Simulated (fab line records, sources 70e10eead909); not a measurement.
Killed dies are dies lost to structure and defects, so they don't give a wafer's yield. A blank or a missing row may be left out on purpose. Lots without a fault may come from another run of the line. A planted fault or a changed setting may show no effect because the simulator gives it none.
A struck lot beside a sound one | flow nand_harc | 16 steps out of a route of 1302
Sound: wafers L735.2, L735.4, L735.6. Struck: wafers L747.3, L747.5, L747.6. The cause comes at the end.
At each step with rows: each side's tool, then ch and its chambers, then its first start. Under that, the readings that differ: sound wafers | struck wafers | difference of the means | sigmas: that difference in standard deviations of wafers without a fault.
alike: readings whose means differ by less than 2 such deviations, and words and numbers that are the same on both sides. not compared: withheld readings, readings that some wafer has no value for, bounds like >300 that may hide the same value, and numbers for which the record gives no deviation and whose values overlap.
The two part at a step that has a row with sigmas, a row that says differs or no value, or rows on one side only. Numbers that don't overlap but have no deviation are shown without sigmas and don't part them. A reading that every wafer of one side lacks parts them only if that side has two wafers or more.

first, 1 step without rows for these wafers: NHARC_A_DECK1_JOINT_SRD_15.
NHARC_A_DECK1_JOINT_DEP_16: deposits SiO2, target thk 45 nm.
  sound on pecvd-01 ch 0,1, day 13 00:08; struck on pecvd-03 ch 1,2, day 18 09:14
  reading                | sound          | struck         | difference | sigmas
  throttle_valve_pct (%) | 16.8 16.6 16.8 | 14.5 15.5 14.5 | -1.9       | -2
  alike: heater_power_w
NHARC_A_DECK1_JOINT_THK_MEAS_17: measures by ellipsometry.
  sound on film_metro-02, day 13 00:24; struck on film_metro-02, day 18 09:27
  alike: thk_nm
NHARC_A_DECK1_JOINT_INSPECT_05:
  sound on defect_inspect-02, day 13 00:26; struck on defect_inspect-01, day 18 09:29
  alike: raw_defect_count
then, 1 step without rows for these wafers: NHARC_A_ONON_D2_DEP_00 (target thk 1000 nm).
NHARC_A_ONON_D2_THK_MEAS_02: measures by ellipsometry.
  sound on film_metro-01, day 13 01:01; struck on film_metro-02, day 18 10:03
  alike: thk_nm
then, 1 step without rows for these wafers: NHARC_A_ONON_D2_DEP_03 (target thk 1000 nm).
NHARC_A_ONON_D2_THK_MEAS_05: measures by ellipsometry.
  sound on film_metro-02, day 13 01:35; struck on film_metro-01, day 18 10:37
  alike: thk_nm
then, 1 step without rows for these wafers: NHARC_A_ONON_D2_DEP_06 (target thk 1000 nm).
NHARC_A_ONON_D2_THK_MEAS_08: measures by ellipsometry.
  sound on film_metro-01, day 13 02:08; struck on film_metro-01, day 18 11:11
  alike: thk_nm
then, 1 step without rows for these wafers: NHARC_A_ONON_D2_DEP_09 (target thk 1000 nm).
NHARC_A_ONON_D2_THK_MEAS_11: measures by ellipsometry.
  sound on film_metro-01, day 13 02:43; struck on film_metro-02, day 18 11:45
  alike: thk_nm
NHARC_A_ONON_D2_DEP_12: target thk 1000 nm.
  sound on pecvd_onon-04 ch 0, day 13 02:50; struck on pecvd_onon-04 ch 0, day 18 11:55
  alike: n2o_flow_sccm
NHARC_A_ONON_D2_THK_MEAS_14: measures by ellipsometry.
  sound on film_metro-02, day 13 03:17; struck on film_metro-02, day 18 12:19
  reading     | sound          | struck         | difference | sigmas
  thk_nm (nm) | 1022 1022 1023 | 1585 1586 1586 | +563       | +59
then, 1 step without rows for these wafers: NHARC_A_ONON_D2_ANNEAL_15 (time 3600 s).
-- the record jumps here: 11 days lie between the struck wafers' starts before and after (it left off in module A_ONON_D2 and takes up again in module END, whose first step shown is number 1302 of the route) --
NHARC_END_SORT_01:
  the record has rows for the struck wafers here (prober-02 ch 0, day 29 23:45) and none for the sound ones

WHERE THEY PART
First at NHARC_A_DECK1_JOINT_DEP_16; last, within this record, at NHARC_END_SORT_01.

WHY: what the simulator had put in
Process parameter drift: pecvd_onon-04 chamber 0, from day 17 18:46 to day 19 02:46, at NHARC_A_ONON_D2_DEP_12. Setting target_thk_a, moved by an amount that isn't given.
